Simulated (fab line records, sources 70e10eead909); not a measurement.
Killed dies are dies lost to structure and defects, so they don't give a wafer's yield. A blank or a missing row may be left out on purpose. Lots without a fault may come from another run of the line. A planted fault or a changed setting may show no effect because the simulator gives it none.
fab line records | flow nand_harc
record lots=6 wafers=18 last_day=24
route steps=1159 shown A_BLC@977 END@1159
lots that met no fault: from a run of the same line without faults
start_h: hours from the record's first day to the start of the lot's first wafer shown | wait_h: hours since the lot's step before | " the same as in the row above | L1.1+2: a row that stands for several wafers | - no value, or no start given | * or withheld: withheld | < > ~ a bound
route shown NAME@n: a module of which the file shows steps, and the number in the route of the first | usual: mean/standard deviation of fault-free wafers | same: alike in all rows | chamber/n: place in a boat | sites: the reading at each site | _std_site: their standard deviation | _edge_site: outer sites' mean less inner sites' | radius_mm: how far each site lies from the wafer's centre | mask NAME#n: copy n | behind: the tool/chamber that last shaped the wafer | hold: why the lot was held/for how many hours/how that ended | device: the transistor (n, p or np) that didn't switch | end of line: the same wafers' tests at the end of the route | a step without rows: its recipe alone | killed: dies lost to structure and defects at the first sort, not the wafer's yield | map: a wafer's dies, x killed, . not, _ none there
set.NAME: the setting as run; set.NAME@STEP: as run at that earlier step | model.NAME: the simulator's own value behind a step, which no gauge read
lots at some steps of the route; a table a step, a row a wafer
services: from which hour (start_h, from the record's first day; less than 0 if before it) a tool's chamber was out of use, for how many hours, and why
## steps
# step NHARC_A_BLC_DESCUM_15
# recipe time_s=3 o2_flow_sccm=200 ar_flow_sccm=0 bias_power_w=0 chemistry=O2
# step NHARC_A_BLC_ETCH_16
# recipe target_depth_a=390 over_etch_frac=0.3 time_s=65 ion_energy_ev=80 cf4_flow_sccm=150 ar_flow_sccm=0 rf_w=300 bias_w=100 chemistry=CF4
# usual chamber_pressure_mTorr=50.00/0.046 drypump_motor_current_A=5.8/0.42 oes_product_au=1.002/0.0083 rf_vpp_V=151.4/1.3 showerhead_plenum_p_Torr=1.77/0.068 throttle_valve_pct=13.284/0.0091
# same over_etch_frac=0.3
# columns lot.wafer tool chamber start_h wait_h chamber_pressure_mTorr drypump_motor_current_A oes_product_au rf_hours_counter_h rf_vpp_V showerhead_plenum_p_Torr throttle_valve_pct
L194.2 rie_diel-12 3 391.66 0.1 50.06 5.7 1.003 1 152.1 1.88 13.299
L194.3 " 0 " " 50.00 6.3 1.018 1 151.8 1.71 13.282
L194.6 " 3 " " 49.96 5.7 1.006 - 153.2 1.88 13.287
L200.4 rie_diel-12 1 422.52 0.1 50.01 4.8 1.004 4 149.6 1.70 13.277
L200.3 " 2 " " 50.02 5.7 0.991 4 151.7 1.78 13.288
L200.1 " 3 " " 50.05 5.7 0.991 3 152.0 1.88 13.270
L202.1 rie_diel-08 3 433.95 0.1 50.03 5.6 1.017 12 151.2 1.70 13.291
L202.4 " 3 " " 49.96 5.6 1.015 - 151.5 1.70 13.289
L202.6 " 2 " " 49.94 6.0 1.003 - 152.3 1.86 13.279
L213.3 rie_diel-12 0 501.94 0.1 49.90 6.3 1.000 13 149.2 1.71 13.297
L213.1 " 3 " " 50.03 5.7 1.006 13 153.9 1.87 13.292
L213.6 " 0 " " 49.96 6.3 1.000 - 150.0 1.71 13.289
L214.4 rie_diel-06 2 513.30 0.1 49.97 6.4 0.999 28 151.2 1.78 13.301
L214.2 " 3 " " 50.06 5.8 1.002 30 151.2 1.78 13.278
L214.6 " 1 " " 49.99 6.2 1.011 - 150.4 1.74 13.278
L216.2 rie_diel-12 2 521.84 0.1 49.95 5.7 0.997 15 152.4 1.78 13.282
L216.3 " 0 " " 50.00 6.2 1.005 15 150.2 1.71 13.300
L216.4 " 2 " " 49.96 5.7 0.996 - 152.6 1.78 13.281
# step NHARC_A_BLC_ETCH_17
# recipe target_depth_a=3900 over_etch_frac=0.25 time_s=609.38 ion_energy_ev=200 n2_flow_sccm=150 h2_flow_sccm=150 ar_flow_sccm=0 rf_w=400 bias_w=150 chemistry=N2/H2
# step NHARC_A_BLC_ETCH_18
# recipe target_depth_a=9100 c4f8_flow_sccm=20 o2_flow_sccm=10 ar_flow_sccm=withheld rf_w=600 bias_w=1500 chemistry=C4F8/O2/Ar
# usual chamber_pressure_mTorr=25.000/0.023 oes_product_au=0.958/0.019 rf_vpp_V=978/5.3
# columns lot.wafer tool chamber start_h wait_h chamber_pressure_mTorr oes_product_au rf_hours_counter_h rf_vpp_V
L194.3 rie_diel-12 2 - - 25.017 0.962 1 979
L194.2 " 0 " " 24.976 0.945 1 975
L194.6 " 3 " " 25.019 0.950 - 986
L200.1 rie_diel-12 1 - - 24.992 0.963 5 973
L200.4 " 2 " " 24.987 0.958 4 980
L200.3 " 0 " " 24.995 0.991 4 974
L202.1 rie_diel-08 2 - - 25.030 0.921 13 984
L202.6 " 3 " " 25.014 0.930 - 973
L202.4 " 0 " " 24.993 0.925 - 975
L213.1 rie_diel-12 3 - - 24.991 0.922 14 987
L213.3 " 2 " " 25.003 0.937 15 979
L213.6 " 0 " " 25.019 0.924 - 974
L214.2 rie_diel-06 1 - - 25.008 0.988 31 976
L214.4 " 2 " " 25.013 0.964 28 981
L214.6 " 3 " " 24.990 0.971 - 980
L216.3 rie_diel-12 0 - - 25.035 0.962 15 973
L216.2 " 2 " " 25.004 0.964 16 978
L216.4 " 3 " " 24.982 0.954 - 987
# step NHARC_A_BLC_CD_MEAS_19
# usual cd_nm=100.7/2
# columns lot.wafer tool chamber start_h wait_h cd_nm
L194.2 cd_sem-03 - 392.54 - 99.0
L194.3 " - " " 99.6
L194.6 " - " " 98.3
L200.1 cd_sem-01 - 423.48 - 99.8
L200.3 " - " " 100.9
L200.4 " - " " 101.7
L202.1 cd_sem-03 - 434.99 - 99.2
L202.4 " - " " 99.6
L202.6 " - " " 104.8
L213.1 cd_sem-01 - 502.82 - 102.8
L213.3 " - " " 102.5
L213.6 " - " " 100.0
L214.2 cd_sem-03 - 514.17 - 100.0
L214.4 " - " " 97.9
L214.6 " - " " 97.8
L216.2 cd_sem-01 - 522.89 - 100.0
L216.3 " - " " 99.7
L216.4 " - " " 99.4
# step NHARC_A_BLC_STRIP_29
# recipe cf4_flow_sccm=150 ar_flow_sccm=0 bias_w=0 chemistry=CF4
# usual chamber_pressure_mTorr=50.00/0.058 drypump_motor_current_A=5.7/0.44 oes_product_au=1.002/0.0081 rf_vpp_V=59.4/0.94 showerhead_plenum_p_Torr=1.77/0.068 throttle_valve_pct=13.285/0.0096
# columns lot.wafer tool chamber start_h wait_h chamber_pressure_mTorr drypump_motor_current_A oes_product_au rf_hours_counter_h rf_vpp_V showerhead_plenum_p_Torr throttle_valve_pct
L194.2 rie_diel-12 2 392.62 0.1 50.03 5.7 0.998 1 59.5 1.78 13.303
L194.3 " 0 " " 49.99 6.3 0.999 1 58.7 1.71 13.291
L194.6 " 2 " " 50.02 5.7 0.994 - 61.8 1.78 13.263
L200.3 rie_diel-12 2 423.56 0.1 49.99 5.7 1.002 4 58.8 1.78 13.304
L200.4 " 3 " " 49.96 5.7 0.994 4 60.6 1.88 13.267
L200.1 " 1 " " 49.95 4.8 1.014 5 59.8 1.70 13.289
L202.1 rie_diel-12 3 435.07 0.1 50.05 5.7 0.985 5 60.4 1.88 13.293
L202.4 " 0 " " 49.99 6.3 1.007 6 59.6 1.71 13.281
L202.6 " 0 " " 49.96 6.3 1.005 - 57.2 1.71 13.284
L213.1 rie_diel-08 3 502.89 0.1 49.95 5.6 1.006 2 60.3 1.70 13.292
L213.3 " 2 " " 49.99 6.0 1.003 2 60.2 1.85 13.301
L213.6 " 3 " " 49.96 5.6 1.013 - 59.4 1.70 13.296
L214.4 rie_diel-08 0 514.26 0.1 50.07 5.9 0.998 4 59.3 1.75 13.293
L214.2 " 1 " " 49.98 6.3 1.005 1 57.9 1.83 13.295
L214.6 " 3 " " 49.99 5.7 1.008 - 58.6 1.70 13.291
L216.3 rie_diel-08 1 522.96 0.1 50.05 6.3 1.006 1 60.7 1.83 13.288
L216.4 " 2 " " 49.97 6.0 1.001 4 59.6 1.85 13.277
L216.2 " 3 " " 49.95 5.6 1.009 4 57.5 1.70 13.292
# step NHARC_A_BLC_STRIP_21
# recipe o2_flow_sccm=500 ar_flow_sccm=0 bias_w=0 chemistry=O2
# usual chamber_pressure_mTorr=60.00/0.053 drypump_motor_current_A=5.8/0.44 oes_product_au=1.002/0.0097 rf_vpp_V=57.6/0.85 showerhead_plenum_p_Torr=3.53/0.13 throttle_valve_pct=17.036/0.0098
# columns lot.wafer tool chamber start_h wait_h chamber_pressure_mTorr drypump_motor_current_A oes_product_au rf_hours_counter_h rf_vpp_V showerhead_plenum_p_Torr throttle_valve_pct
L194.3 rie_diel-12 3 392.73 0.1 59.94 5.8 0.988 1 57.4 3.75 17.048
L194.2 " 1 " " 60.05 4.8 1.000 1 58.2 3.38 17.044
L194.6 " 3 " " 60.05 5.7 0.990 - 56.8 3.75 17.029
L200.4 rie_diel-12 1 423.66 0.1 60.08 4.8 1.007 5 56.0 3.38 17.038
L200.3 " 2 " " 59.99 5.8 0.998 4 58.6 3.56 17.054
L200.1 " 0 " " 59.95 6.2 1.005 4 58.2 3.41 17.035
L202.1 rie_diel-12 1 435.18 0.1 60.04 4.8 1.007 6 58.6 3.38 17.046
L202.4 " 0 " " 60.03 6.3 1.011 6 57.6 3.41 17.046
L202.6 " 1 " " 60.03 4.8 1.016 - 58.3 3.38 17.030
L213.3 rie_diel-08 3 503.02 0.1 60.04 5.7 1.004 2 58.4 3.39 17.023
L213.1 " 0 " " 60.00 5.9 0.986 2 58.3 3.49 17.035
L213.6 " 0 " " 59.99 5.9 1.009 - 56.1 3.49 17.023
L214.2 rie_diel-08 0 514.35 0.1 59.97 5.9 1.004 4 58.1 3.49 17.020
L214.4 " 2 " " 60.02 6.0 1.002 4 57.6 3.70 17.031
L214.6 " 1 " " 60.00 6.3 1.008 - 58.2 3.65 17.059
L216.2 rie_diel-08 3 523.07 0.1 60.01 5.7 1.016 4 57.4 3.39 17.035
L216.4 " 1 " " 60.02 6.3 1.013 1 57.0 3.65 17.037
L216.3 " 2 " " 59.97 6.0 1.012 4 57.7 3.70 17.041
# step NHARC_A_BLC_STRIP_22
# recipe time_s=600 temp_c=30 chemistry=post_etch_residue_remover
# step NHARC_A_BLC_DEGAS_30
# recipe temp_c=300 time_s=60
# usual heater_power_w=465/38
# columns lot.wafer tool chamber start_h wait_h heater_power_w
L194.2 pvd_sputter-03 - 393.14 - 462
L194.3 " - " " 454
L194.6 " - " " 453
L200.4 pvd_sputter-02 - 424.09 - 425
L200.1 " - " " 462
L200.3 " - " " 454
L202.4 pvd_sputter-02 - 435.59 - 479
L202.1 " - " " 478
L202.6 " - " " 468
L213.1 pvd_sputter-03 - 503.47 - 421
L213.3 " - " " 469
L213.6 " - " " 455
L214.2 pvd_sputter-02 - 514.79 - 454
L214.4 " - " " 477
L214.6 " - " " 477
L216.2 pvd_sputter-03 - 523.50 - 476
L216.4 " - " " 527
L216.3 " - " " 448
# step NHARC_A_BLC_PRE_CLEAN_31
# recipe time_s=15 bias_v=250 gas=Ar
# step NHARC_A_BLC_PVD_32
# recipe target_thk_a=50 chamber_pressure_pa=5 power_w=5000 substrate_temp_c=200 time_s=17.7 material=Ti
# step NHARC_A_BLC_ALD_23
# recipe target_thk_a=30 pulse_time_s=1 ald_cycles=150 temp_c=450 material=TiN
# step NHARC_A_BLC_CVD_24
# recipe target_thk_a=1500 temp_c=300 pressure_torr=40 wf6_flow_sccm=40 h2_flow_sccm=1600 ar_flow_sccm=1560 time_s=434 material=W
# usual heater_power_w=488/40 throttle_valve_pct=8.0/0.3
# columns lot.wafer tool chamber start_h wait_h heater_power_w throttle_valve_pct
L194.2 cvd_w-01 0 399.45 - 496 8.4
L194.3 " 0 " " 494 8.6
L194.6 " 0 " " 495 8.4
L200.1 cvd_w-02 1 424.60 - 550 8.1
L200.3 " 0 " " 490 7.7
L200.4 " 1 " " 545 7.9
L202.1 cvd_w-02 1 440.01 - 550 7.8
L202.4 " 0 " " 480 7.6
L202.6 " 1 " " 545 8.1
L213.1 cvd_w-01 1 505.01 - 429 8.0
L213.3 " 0 " " 487 8.4
L213.6 " 0 " " 477 8.3
L214.2 cvd_w-02 1 519.68 - 536 8.1
L214.4 " 0 " " 492 7.6
L214.6 " 0 " " 471 7.8
L216.2 cvd_w-01 1 526.17 - 422 8.1
L216.4 " 1 " " 428 8.2
L216.3 " 0 " " 482 8.5
# step NHARC_A_BLC_CMP_25
# recipe t_overpolish_s=30 target_thk_nm=150
# usual motor_current_A=12.5/1.3 overpolish_run_s=29.999/0.0094 time_to_endpoint_s=29.3/2.4
# columns lot.wafer tool chamber start_h wait_h motor_current_A overpolish_run_s time_to_endpoint_s
L194.3 cmp-03 2 399.96 0.3 14.2 30.009 30.5
L194.2 " 3 " " 11.6 29.994 29.2
L194.6 " 1 " " 14.2 29.992 34.7
L200.4 cmp-03 0 425.05 0.2 14.8 30.014 30.2
L200.1 " 2 " " 14.1 29.993 28.5
L200.3 " 3 " " 10.7 30.005 51.3
L202.4 cmp-02 0 440.54 0.2 10.3 29.986 50.7
L202.1 " 3 " " 11.1 30.002 24.4
L202.6 " 0 " " 11.0 30.001 28.2
L213.1 cmp-03 0 505.46 0.4 14.4 30.013 30.8
L213.3 " 2 " " 14.0 30.000 28.7
L213.6 " 1 " " 13.4 29.987 31.6
L214.4 cmp-02 1 520.20 0.2 12.6 29.981 26.8
L214.2 " 2 " " 14.1 29.996 28.3
L214.6 " 1 " " 12.5 30.008 26.7
L216.4 cmp-02 0 526.69 0.3 11.2 30.012 31.0
L216.3 " 1 " " 12.8 29.998 30.6
L216.2 " 2 " " 13.1 30.017 31.8
# step NHARC_END_SORT_01
# recipe temp_c=25
# usual killed_at_array=26/9 killed_at_other=0.8/1.2 killed_at_periphery=3.2/2.3 killed_dies=30/9.1 killed_open=3.5/2 killed_short=1.8/1.4
# same gross_dies=677
# columns lot.wafer tool chamber start_h wait_h killed_at_array killed_at_other killed_at_periphery killed_dies killed_open killed_short
L200.1 prober-02 0 470.56 2.5 15 0 6 21 2 2
L200.3 prober-02 0 472.18 3.1 10 0 3 13 1 2
L200.4 prober-02 0 472.99 3.4 18 0 5 23 5 0
L202.1 prober-02 0 481.40 2.5 24 0 11 35 6 4
L202.4 prober-02 0 483.80 3.4 17 0 7 24 6 0
L202.6 prober-02 0 485.40 4.0 24 1 8 33 7 3
L213.1 prober-02 0 542.80 2.5 37 0 2 39 2 1
L213.3 prober-02 0 544.38 3.1 52 0 1 53 2 0
L213.6 prober-02 0 546.75 3.9 43 1 2 46 4 2
L214.2 prober-01 0 565.05 2.8 20 0 1 21 2 2
L214.4 prober-01 0 566.67 3.4 7 1 4 12 1 1
L214.6 prober-01 0 568.29 4.0 17 0 3 20 6 3
L216.2 prober-02 0 565.07 2.8 11 0 6 17 4 2
L216.3 prober-02 0 565.86 3.1 16 0 6 22 3 0
L216.4 prober-02 0 566.65 3.4 23 0 4 27 3 3
# killed by level:class
L200.1 A_SLIT:chamber_film_flake=6 A_CONTACT:chamber_film_flake=4 P_CONTACT:chamber_film_flake=3 A_CHANNEL_HOLE_D1:chamber_film_flake=2 P_CONTACT:geometric_particle:open=1 P_CONTACT:geometric_particle:short=1 A_ONON_D1:geometric_particle:short=1 A_BLC:geometric_particle:open=1
L200.3 A_CONTACT:chamber_film_flake=5 P_CONTACT:chamber_film_flake=2 A_SLIT:chamber_film_flake=2 P_GATE:geometric_particle:open=1 A_CHANNEL_HOLE_D1:geometric_particle:short=1 A_CHANNEL_FILL_D1:geometric_particle:short=1 A_STAIRCASE:chamber_film_flake=1
L200.4 A_SLIT:chamber_film_flake=10 P_CONTACT:chamber_film_flake=3 A_CHANNEL_FILL_D1:geometric_particle:open=2 A_CONTACT:geometric_particle:open=2 A_CONTACT:chamber_film_flake=2 P_CONTACT:geometric_particle:open=1 P_M0:chamber_film_flake=1 A_CHANNEL_HOLE_D1:chamber_film_flake=1
L202.1 A_SLIT:chamber_film_flake=10 P_M2:chamber_film_flake=5 A_CONTACT:chamber_film_flake=4 A_CONTACT:geometric_particle:open=3 A_STAIRCASE:chamber_film_flake=3 P_ZERO_WELL:chamber_film_flake=2 P_CONTACT:geometric_particle:open=1 P_M0:geometric_particle:open=1
L202.4 A_SLIT:chamber_film_flake=8 P_M2:chamber_film_flake=3 A_STAIRCASE:chamber_film_flake=3 A_CONTACT:geometric_particle:open=2 A_CONTACT:chamber_film_flake=2 P_GATE:geometric_particle:open=1 P_CONTACT:geometric_particle:open=1 P_M0:geometric_particle:open=1
L202.6 A_SLIT:chamber_film_flake=9 A_CONTACT:chamber_film_flake=5 A_STAIRCASE:chamber_film_flake=4 P_M2:chamber_film_flake=3 P_M0:geometric_particle:open=2 P_CONTACT:geometric_particle:open=1 P_M1:geometric_particle:open=1 A_SOURCE_PLATE:geometric_particle:open=1
L213.1 A_CHANNEL_HOLE_D1:chamber_film_flake=23 A_SLIT:chamber_film_flake=10 A_CONTACT:chamber_film_flake=2 P_M0:geometric_particle:short=1 A_SGD_CUT:geometric_particle:open=1 A_CONTACT:geometric_particle:open=1 P_ZERO_WELL:chamber_film_flake=1
L213.3 A_CHANNEL_HOLE_D1:chamber_film_flake=28 A_SLIT:chamber_film_flake=13 A_STAIRCASE:chamber_film_flake=4 A_CONTACT:chamber_film_flake=3 A_CHANNEL_FILL_D1:chamber_film_flake=2 A_WL_FILL:geometric_particle:open=1 A_BLC:geometric_particle:open=1 P_STI:chamber_film_flake=1
L213.6 A_CHANNEL_HOLE_D1:chamber_film_flake=20 A_SLIT:chamber_film_flake=15 A_CONTACT:chamber_film_flake=3 A_CONTACT:geometric_particle:open=2 P_CONTACT:geometric_particle:short=1 P_M1:geometric_particle:open=1 A_SGD_CUT:geometric_particle:short=1 A_M1:geometric_particle:open=1
L214.2 A_CONTACT:chamber_film_flake=8 A_CHANNEL_HOLE_D1:chamber_film_flake=5 A_BONDPAD:chamber_film_flake=2 P_M0:geometric_particle:short=1 A_SOURCE_PLATE:geometric_particle:open=1 A_M0:geometric_particle:short=1 A_M1:geometric_particle:open=1 A_STAIRCASE:chamber_film_flake=1
L216.2 A_CHANNEL_HOLE_D1:chamber_film_flake=5 P_CONTACT:geometric_particle:open=2 A_CHANNEL_FILL_D1:geometric_particle:open=2 P_ZERO_WELL:chamber_film_flake=2 A_CONTACT:chamber_film_flake=2 P_STI:geometric_particle:short=1 A_WL_FILL:geometric_particle:short=1 P_STI:chamber_film_flake=1
L216.3 A_CHANNEL_HOLE_D1:chamber_film_flake=7 P_STI:chamber_film_flake=3 A_CONTACT:chamber_film_flake=3 A_ZERO_WELL:chamber_film_flake=2 P_CONTACT:geometric_particle:open=1 A_CHANNEL_FILL_D1:geometric_particle:open=1 A_WL_FILL:geometric_particle:open=1 P_ZERO_WELL:chamber_film_flake=1
L216.4 A_CONTACT:chamber_film_flake=6 A_CHANNEL_HOLE_D1:chamber_film_flake=5 A_STAIRCASE:chamber_film_flake=5 P_CONTACT:geometric_particle:open=2 A_WL_FILL:geometric_particle:short=2 A_SLIT:chamber_film_flake=2 A_CHANNEL_HOLE_D1:geometric_particle:short=1 A_CONTACT:geometric_particle:open=1
L214.4 A_CONTACT:chamber_film_flake=4 P_GATE:chamber_film_flake=2 P_M0:geometric_particle:short=1 A_CONTACT:geometric_particle:open=1 P_ZERO_WELL:chamber_film_flake=1 A_CHANNEL_HOLE_D1:chamber_film_flake=1 A_WL_FILL:chamber_film_flake=1 THIN_TSV:chamber_film_flake=1
L214.6 A_CHANNEL_HOLE_D1:chamber_film_flake=7 A_WL_FILL:geometric_particle:short=2 A_CONTACT:geometric_particle:open=2 A_M0:geometric_particle:open=2 P_CONTACT:geometric_particle:open=1 P_M0:geometric_particle:open=1 A_CHANNEL_FILL_D1:geometric_particle:short=1 P_GATE:chamber_film_flake=1
## services
# columns tool chamber start_h hours kind
cmp-02 - 374.24 0.5 repair
rie_diel-12 - 379.51 9.0 pm
cvd_w-02 - 379.78 13.0 pm
rie_diel-08 1 389.19 117.5 repair
pvd_sputter-02 - 392.00 10.0 pm
cmp-02 - 394.81 0.8 repair
rie_diel-06 - 418.20 9.0 pm
cmp-02 - 422.61 4.0 pm
pvd_sputter-03 - 425.63 1.6 repair
cmp-02 - 432.13 1.4 repair
cmp-02 - 447.48 0.7 repair
rie_diel-12 2 448.39 1.4 repair
cmp-03 - 451.17 4.0 pm
pvd_sputter-03 - 463.02 10.0 pm
rie_diel-12 0 463.77 9.3 repair
rie_diel-06 2 467.81 8.1 repair
cmp-02 - 468.59 2.0 repair
cvd_w-01 - 475.36 13.0 pm
rie_diel-08 - 478.80 9.0 pm
rie_diel-12 1 479.88 7.5 repair
cmp-02 - 495.48 3.9 repair
rie_diel-12 1 513.88 12.5 repair
rie_diel-12 2 514.12 6.3 repair
cmp-02 - 520.61 4.0 pm
## key
first_sign step=NHARC_A_BLC_CMP_25 reading=time_to_endpoint_s direction=up sigmas=9.2 usual=* struck=*
effect none on later readings
met_at NHARC_A_BLC_CVD_24
struck_wafers L200.3,L202.4
tester_left_out L200,L202
fault kind=process_parameter_drift tool=cvd_w-02 chamber=0 onset_h=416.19 steps=NHARC_A_BLC_CVD_24 channel=target_thk_a offset=* shape=step end_h=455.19 acts_in=* stated=*
# tester_left_out: of these lots the tester's yield and bins aren't shown, on N5 and GAA mostly nor the transistor test; their killed dies are dies lost to structure and defects alone, not to doping, threshold or leakage, so they don't give the yield
